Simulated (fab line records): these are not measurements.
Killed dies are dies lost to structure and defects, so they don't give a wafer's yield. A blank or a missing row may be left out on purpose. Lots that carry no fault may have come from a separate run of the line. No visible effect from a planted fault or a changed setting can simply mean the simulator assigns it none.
Which tool did it?    flow n5 finfet    30 wafers from 10 lots sampled at 5 of the route's 1938 steps

## WHAT THE GAUGES READ, wafer by wafer
N5_BEOL_M3_CD_MEAS_11 targets a cd of 17.05 nm. Usual: 16.99 nm for cd nm, sd 0.22.
lot   measured      on         cd nm (nm)         flag
L354  day 7 11:21   cd sem-01  17.15 17.11 16.83  
L359  day 8 09:25   cd sem-01  17.00 17.13 16.85  
L360  day 8 11:09   cd sem-03  16.47 16.82 16.78  
L362  day 9 11:49   cd sem-01  17.37 17.06 17.30  
L363  day 10 15:04  cd sem-02  16.84 17.14 16.73  
L368  day 11 16:09  cd sem-02  16.55 16.77 17.39  
L369  day 11 16:30  cd sem-01  17.32 16.88 16.69  
L370  day 11 21:52  cd sem-02  16.85 16.69 17.07  
L375  day 12 18:07  cd sem-02  16.60 16.93 16.52  
L376  day 13 08:58  cd sem-02  17.24 17.60 17.03  

N5_BEOL_M4_RC_MEAS_101. Usual: DIBL_N 36.0 mV/V, standard deviation 1.4; DIBL_P 36.0 mV/V, standard deviation 1.5; IOFF_N 0.160 nA/um, standard deviation 0.026; IOFF_P 0.22 nA/um, standard deviation 0.032; ION_N 674 uA/um, standard deviation 10; ION_P 464 uA/um, standard deviation 6.9; SS_N 71.5 mV/dec, standard deviation 0.56; SS_P 73.3 mV/dec, standard deviation 0.59; VT_N 249.5 mV, standard deviation 2.9; VT_P -249.2 mV, standard deviation 3.
lot   measured      on         DIBL_N (mV/V)   DIBL_P (mV/V)   IOFF_N (nA/um)     IOFF_P (nA/um)  ION_N (uA/um)  ION_P (uA/um)  SS_N (mV/dec)   SS_P (mV/dec)   VT_N (mV)          VT_P (mV)             flag
L354  day 8 04:40   prober-01  37.1 37.8 38.5  37.0 38.3 38.9  0.186 0.199 0.214  0.24 0.27 0.27  685 681 680    474 468 470    71.4 72.0 72.2  73.7 74.5 74.3  249.1 247.7 242.8  -249.0 -246.5 -246.3  
L359  day 10 04:42  prober-01  35.4 35.5 35.3  35.5 35.9 35.8  0.155 0.159 0.151  0.21 0.21 0.21  668 676 671    453 459 461    71.6 71.7 72.7  73.4 73.8 73.4  250.4 249.8 251.1  -247.2 -249.9 -250.2  
L360  day 10 05:40  prober-02  34.3 35.2 33.6  33.8 34.3 32.1  0.130 0.140 0.116  0.18 0.19 0.16  665 666 653    461 456 451    71.4 71.9 71.0  73.0 73.8 72.1  254.2 252.9 257.1  -252.1 -253.2 -256.9  
L362  day 11 09:31  prober-01  36.0 34.8 36.1  36.7 35.1 36.3  0.182 0.161 0.184  0.25 0.22 0.25  693 685 683    479 471 467    71.0 71.4 71.5  73.2 73.1 72.9  243.4 248.1 246.3  -244.7 -247.0 -244.7  
L363  day 12 02:32  prober-02  35.6 38.0 37.7  34.9 38.2 38.4  0.138 0.181 0.170  0.20 0.25 0.25  660 688 672    460 472 465    70.9 71.8 71.3  73.2 73.6 73.4  250.5 247.7 248.6  -250.8 -247.1 -249.1  
L368  day 12 20:54  prober-01  36.9 37.2 36.4  36.8 37.7 36.2  0.178 0.199 0.161  0.24 0.27 0.23  677 685 680    468 471 465    71.4 71.4 71.2  73.6 74.1 73.2  247.9 243.8 248.5  -247.4 -247.6 -247.3  
L369  day 13 03:58  prober-02  37.6 35.2 37.6  38.2 34.8 37.7  0.206 0.149 0.193  0.26 0.21 0.26  691 667 678    473 458 468    72.0 71.4 71.7  73.7 73.0 73.6  246.8 249.5 246.6  -246.4 -249.5 -246.3  
L370  day 13 17:49  prober-01  36.7 35.8 35.5  36.3 35.0 35.0  0.156 0.146 0.132  0.22 0.20 0.19  672 675 663    460 462 455    71.7 71.3 71.2  74.0 73.5 73.4  248.6 250.2 251.6  -251.5 -253.3 -255.1  
L375  day 14 11:16  prober-02  35.6 35.2 36.3  36.2 35.8 36.8  0.162 0.156 0.168  0.23 0.22 0.23  684 686 684    475 474 471    70.9 71.2 70.6  73.4 72.5 73.9  247.1 247.3 246.5  -247.2 -246.0 -246.6  
L376  day 14 13:14  prober-02  35.9 37.1 36.0  35.6 37.5 36.5  0.157 0.185 0.168  0.21 0.25 0.23  674 693 681    463 474 474    71.7 72.3 71.8  73.4 73.8 73.6  250.7 247.9 247.5  -248.8 -246.2 -248.0  

## TOOL THAT RAN EACH LOT (tool first, then ch and the chambers of the sampled wafers, then the start)
lot   N5_BEOL_M2_PRE_CLEAN_60           N5_BEOL_M2_DEP_57                N5_BEOL_M3_COAT_61
L354  cvd co-02 ch 1,2, day 7 08:36     pecvd-04 ch 0,2, day 7 08:45     litho track-04 ch 0, day 7 10:58
L359  cvd co-01 ch 0,1,2, day 8 07:49   pecvd-02 ch 0,1,2, day 8 07:59   litho track-05 ch 0, day 8 09:07
L360  cvd co-02 ch 0,1,2, day 8 09:53   pecvd-01 ch 0,1, day 8 10:02     litho track-05 ch 0, day 8 10:53
L362  cvd co-02 ch 0,1,2, day 9 09:52   pecvd-04 ch 0,1,2, day 9 10:01   litho track-05 ch 0, day 9 11:34
L363  cvd co-01 ch 0,1, day 10 12:09    pecvd-02 ch 0,2, day 10 12:18    litho track-05 ch 0, day 10 14:40
L368  cvd co-02 ch 1,2, day 11 13:36    pecvd-01 ch 0,1,2, day 11 13:46  litho track-04 ch 0, day 11 15:46
L369  cvd co-02 ch 0,2, day 11 14:14    pecvd-01 ch 0,1,2, day 11 14:23  litho track-02 ch 0, day 11 16:07
L370  cvd co-01 ch 0,2, day 11 20:10    pecvd-04 ch 0,2, day 11 20:20    litho track-04 ch 0, day 11 21:37
L375  cvd co-02 ch 0,1,2, day 12 17:13  pecvd-04 ch 0,1,2, day 12 17:22  litho track-02 ch 0, day 12 17:51
L376  cvd co-01 ch 0,1,2, day 13 06:57  pecvd-02 ch 0,1,2, day 13 07:07  litho track-02 ch 0, day 13 08:35
- N5_BEOL_M2_PRE_CLEAN_60: time 15 s.
- N5_BEOL_M2_DEP_57: deposits SiCN from 3MS/NH3, target thk 8 nm, time 14 s.
- N5_BEOL_M3_COAT_61: time 60 s, resist thk 60 nm.

## WHAT THE TOOLS THEMSELVES READ (means of the sampled wafers that have a number; where no wafer has one, the mark that the record gives instead)
N5_BEOL_M2_PRE_CLEAN_60. Usual: 76 W for heater power w, sd 16.
lot   tool       heater power w (W)  flag
L354  cvd co-02  81                  
L359  cvd co-01  84                  
L360  cvd co-02  69                  
L362  cvd co-02  71                  
L363  cvd co-01  88                  
L368  cvd co-02  77                  
L369  cvd co-02  75                  
L370  cvd co-01  75                  
L375  cvd co-02  71                  
L376  cvd co-01  86                  

N5_BEOL_M2_DEP_57. Usual: showerhead plenum p Torr 3.664 Torr, standard deviation 0.0078; showerhead vpp V 859 V, standard deviation 45; throttle valve pct 9.2 %, standard deviation 0.45.
lot   tool      showerhead plenum p Torr (Torr)  showerhead vpp V (V)  throttle valve pct (%)  flag
L354  pecvd-04  3.658                            865                   8.9                     
L359  pecvd-02  3.667                            847                   9.3                     
L360  pecvd-01  3.673                            831                   9.8                     
L362  pecvd-04  3.663                            860                   9.1                     
L363  pecvd-02  3.665                            811                   9.2                     
L368  pecvd-01  3.666                            877                   9.6                     
L369  pecvd-01  3.662                            876                   9.2                     
L370  pecvd-04  3.664                            859                   9.1                     
L375  pecvd-04  3.662                            871                   9.2                     
L376  pecvd-02  3.662                            860                   9.2                     

N5_BEOL_M3_COAT_61. Usual: resist line temp C 23.01 C, standard deviation 0.12; run length s 66.40 s, standard deviation 0.1.
lot   tool            resist line temp C (C)  run length s (s)  flag
L354  litho track-04  23.08                   66.41             
L359  litho track-05  23.01                   66.50             
L360  litho track-05  22.91                   66.36             
L362  litho track-05  22.96                   82.73             OFF
L363  litho track-05  23.05                   77.22             OFF
L368  litho track-04  23.10                   66.48             
L369  litho track-02  23.14                   66.31             
L370  litho track-04  22.92                   66.39             
L375  litho track-02  23.16                   66.40             
L376  litho track-02  22.98                   66.28             

## THE ANSWER, worked out from the rows above alone
Rule: take the mean of a lot's wafers that have a number; if it is more than 3 standard deviations from the usual mean, the lot is off. Also off: a lot with no number at a reading for which 4 or more lots have one. The other lots that the step has rows for count as sound. After the gauges, taken in route order, come the tools' own readings; for these a lot's mean is taken, as printed above. The first step at which some lot is off is used, and at that step the reading that is off furthest; a lot without a number counts as furthest.
Off: L362, L363 (N5_BEOL_M3_COAT_61, run length s).
If a tool, at that step or one of the process steps before it, ran each lot that is off and ran no sound lot following the first of them, it fits. One fits: litho track-05 at N5_BEOL_M3_COAT_61. Its last sound lot is L360 (day 8 10:53), its first lot that is off L362 (day 9 11:34): a fault that began between those two fits.
The tool's own readings at N5_BEOL_M3_COAT_61 bear it out: on the lots that are off they differ by more than 5 times the standard deviation of the sound lots' means. run length s reads 79.97 s there against 66.39 s on the sound lots.

## WHAT HAD BEEN PUT IN BY THE SIMULATOR
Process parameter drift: litho track-05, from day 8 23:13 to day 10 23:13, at N5_BEOL_M3_COAT_61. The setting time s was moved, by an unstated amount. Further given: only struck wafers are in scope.
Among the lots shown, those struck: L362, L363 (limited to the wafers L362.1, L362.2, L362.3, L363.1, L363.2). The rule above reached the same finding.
